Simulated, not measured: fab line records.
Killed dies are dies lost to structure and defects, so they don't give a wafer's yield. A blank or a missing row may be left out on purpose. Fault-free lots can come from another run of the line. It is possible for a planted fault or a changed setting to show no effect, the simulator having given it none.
Lot-split experiment    flow n5 finfet    21 wafers read across 7 lots, on a route 1938 steps long

## ON THE SPLIT
At N5_BEOL_M14_COAT_04 (resist thk 800 nm), the setting spin rpm was moved away from the recipe's 1704 rpm on 11 of the 21 wafers read, by -11.2% to +6.7%. For the rest of the wafers, this setting stayed at what the recipe calls for.

## FROM THE SPLIT TO THE READING: what the file shows between them, 4 steps
- N5_BEOL_M14_EBR_06
- N5_BEOL_M14_SOFTBAKE_05: time 60 s
- N5_BEOL_M14_DESCUM_15: chemistry O2, time 7.9 s
- N5_BEOL_M14_ETCH_59: etches BARC in N2/H2, target depth 89 nm, overetch 26.7 nm, time 67.9 s

## THE READING
coat_of_BEOL_M14_COAT_04.thk nm (the simulator's own value, which no gauge read), in nm, at N5_BEOL_M14_VIA_ETCH_16 (etches SiO2 in C4F8/O2/Ar, target depth 1231.3 nm). No usual value for it is given in the file. Average 448.4 nm, standard deviation 13 nm, over the 10 wafers here run with the recipe.

wafer   tool, chamber at the split  spin rpm as run, rpm  against the recipe  coat_of_BEOL_M14_COAT_04.thk nm, nm  against lot-mates on the recipe
L077.1  litho track-05, 0           1650                  -3.2%               470.6                                +19.8
L077.3  litho track-05, 0           1704                  recipe              450.8                                -
L077.4  litho track-05, 0           1650                  -3.2%               460.2                                +9.4
L078.1  litho track-05, 0           1818                  +6.7%               431.2                                -23.4
L078.2  litho track-05, 0           1818                  +6.7%               424                                  -30.6
L078.4  litho track-05, 0           1704                  recipe              454.6                                -
L079.1  litho track-03, 0           1540                  -9.6%               489.8                                +38.0
L079.2  litho track-03, 0           1704                  recipe              451.8                                -
L079.6  litho track-03, 0           1540                  -9.6%               488.8                                +37.0
L082.2  litho track-05, 0           1704                  recipe              443.8                                -
L082.4  litho track-05, 0           1704                  recipe              454.8                                -
L082.5  litho track-05, 0           1704                  recipe              461                                  -
L083.1  litho track-03, 0           1774                  +4.1%               438                                  -16.8
L083.2  litho track-03, 0           1704                  recipe              454.8                                -
L083.6  litho track-03, 0           1774                  +4.1%               429.4                                -25.4
L087.1  litho track-02, 0           1543                  -9.4%               462.2                                +51.4
L087.2  litho track-02, 0           1704                  recipe              410.8                                -
L087.4  litho track-02, 0           1543                  -9.4%               484.8                                +74.0
L089.1  litho track-03, 0           1704                  recipe              451                                  -
L089.2  litho track-03, 0           1514                  -11.2%              497.8                                +47.1
L089.4  litho track-03, 0           1704                  recipe              450.4                                -

THE FIT
A straight line over all 21 wafers: coat_of_BEOL_M14_COAT_04.thk nm changes by -3.62 nm for each +1% of spin rpm; r = -0.87; the points scatter about the line by 11 nm.
The same after taking each lot's own level away (the mean of its wafers on the recipe; 21 wafers): -4.8 nm for each +1%; r = -0.95; scatter 8.5 nm.
On that fit, the largest move of spin rpm shifts the reading by 54 nm.
From 410.80 to 454.80 nm: that is the span of the lots' own levels, equal to 3.3 times the standard deviation above.
So the lot-to-lot level changes the slope: the two fits differ.
Check: for one of the wafers moved furthest among these (-11.2%), held out of the fit, the line's prediction against its lot-mates is +56.2 nm. Against them it came out at +47.1 nm.

## THE WHOLE CHAIN: every reading that the file lists as answering this split, in the file's order
step                     what it does                                                             reading                                                                           change (the file's fit)               r (the file's)
N5_BEOL_M14_COAT_04      resist thk 800 nm                                                        coat_of_BEOL_M14_COAT_04.thk nm (the simulator's own value, which no gauge read)  -4.28 nm for each +1% of the setting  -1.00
N5_BEOL_M14_ETCH_59      etches BARC in N2/H2, target depth 89 nm, overetch 26.7 nm, time 67.9 s  coat_of_BEOL_M14_COAT_04.thk nm (the simulator's own value, which no gauge read)  -4.12 nm for each +1% of the setting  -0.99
N5_BEOL_M14_VIA_ETCH_16  etches SiO2 in C4F8/O2/Ar, target depth 1231.3 nm                        coat_of_BEOL_M14_COAT_04.thk nm (the simulator's own value, which no gauge read)  -4.74 nm for each +1% of the setting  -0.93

## FILE'S OWN FIT
coat_of_BEOL_M14_COAT_04.thk nm changes by -4.74 nm for each +1% of spin rpm, r = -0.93.
